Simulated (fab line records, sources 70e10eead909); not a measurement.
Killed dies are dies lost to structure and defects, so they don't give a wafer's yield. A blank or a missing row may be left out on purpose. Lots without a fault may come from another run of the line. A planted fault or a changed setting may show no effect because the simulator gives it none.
A struck lot beside a sound one | flow nand_harc | 15 steps out of a route of 1302
Sound: wafers L426.1, L426.3, L426.6. Struck: wafer L439.2. (L439.3, L439.6 of the same lot were not struck and are left out.) The cause comes at the end.
At each step with rows: each side's tool, then ch and its chambers, then its first start. Under that, the readings that differ: sound wafers | struck wafers | difference of the means | sigmas: that difference in standard deviations of wafers without a fault.
alike: readings whose means differ by less than 2 such deviations, and words and numbers that are the same on both sides. not compared: withheld readings, readings that some wafer has no value for, bounds like >300 that may hide the same value, and numbers for which the record gives no deviation and whose values overlap.
The two part at a step that has a row with sigmas, a row that says differs or no value, or rows on one side only. Numbers that don't overlap but have no deviation are shown without sigmas and don't part them. A reading that every wafer of one side lacks parts them only if that side has two wafers or more.

first, 8 steps without rows for these wafers: NHARC_THIN_TSV_DEHYDRATE_25 (time 120 s); NHARC_THIN_TSV_HMDS_26 (time 30 s); NHARC_THIN_TSV_COAT_27; NHARC_THIN_TSV_SOFTBAKE_28 (time 95 s); NHARC_THIN_TSV_EBR_29; NHARC_THIN_TSV_EXPOSE_30 (exposes mask PAD); NHARC_THIN_TSV_PEB_31 (peb time 85 s); NHARC_THIN_TSV_DEVELOP_32 (time 70 s).
NHARC_THIN_TSV_CD_MEAS_33: target cd 5000 nm.
  sound on cd_sem-03 ch 0, day 24 20:56; struck on cd_sem-02 ch 0, day 30 09:22
  alike: cd_nm
then, 1 step without rows for these wafers: NHARC_THIN_TSV_HARDBAKE_34 (time 80 s).
NHARC_THIN_TSV_DESCUM_35: chemistry O2, time 3 s.
  sound on rie_diel-03 ch 2,3, day 24 21:07; struck on rie_diel-10 ch 2, day 30 09:32
  alike: drypump_motor_current_A, oes_product_au, rf_vpp_V, showerhead_plenum_p_Torr, throttle_valve_pct
  not compared: rf_hours_counter_h
NHARC_THIN_TSV_ETCH_59: etches the open film in Cl2/BCl3, target depth 880 nm, time 138.1 s.
  sound on rie_metal-02 ch 0,1, day 24 21:20; struck on rie_metal-03 ch 1, day 30 09:38
  alike: drypump_motor_current_A, oes_product_au, run_length_s, throttle_valve_pct
  not compared: rf_hours_counter_h
NHARC_THIN_TSV_ETCH_36: etches the open film in Cl2/BCl3, target depth 65 nm, time 18.571 s.
  sound on rie_metal-02 ch 0, day 24 21:34; struck on rie_metal-03 ch 1, day 30 09:54
  reading               | sound             | struck | difference | sigmas
  oes_product_au (a.u.) | 1.004 1.014 1.004 | 0.989  | -0.018     | -2
  run_length_s (s)      | 39.7 39.6 39.9    | 34.6   | -5.1       | -14
  alike: drypump_motor_current_A
  not compared: rf_hours_counter_h
NHARC_THIN_TSV_STRIP_56: strips in O2.
  sound on plasma_asher-02 ch 0,1, day 24 21:43; struck on plasma_asher-01 ch 1, day 30 10:03
  alike: drypump_motor_current_A, heater_power_w
  not compared: rf_hours_counter_h
NHARC_END_SORT_01:
  sound on prober-02 ch 0, day 25 04:07; struck on prober-01 ch 0, day 30 19:16
  reading         | sound | struck | difference | sigmas
  killed_at_other | 0 1 0 | 4      | +4         | +3
  alike: defect_limited_yield, killed_at_array, killed_at_periphery, killed_dies, killed_open, killed_short

WHERE THEY PART
First at NHARC_THIN_TSV_ETCH_36; last, within this record, at NHARC_END_SORT_01.

WHY: what the simulator had put in
Process parameter drift: rie_metal-03, from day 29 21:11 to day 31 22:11, at NHARC_THIN_TSV_ETCH_36. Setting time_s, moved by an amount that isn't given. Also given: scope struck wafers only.
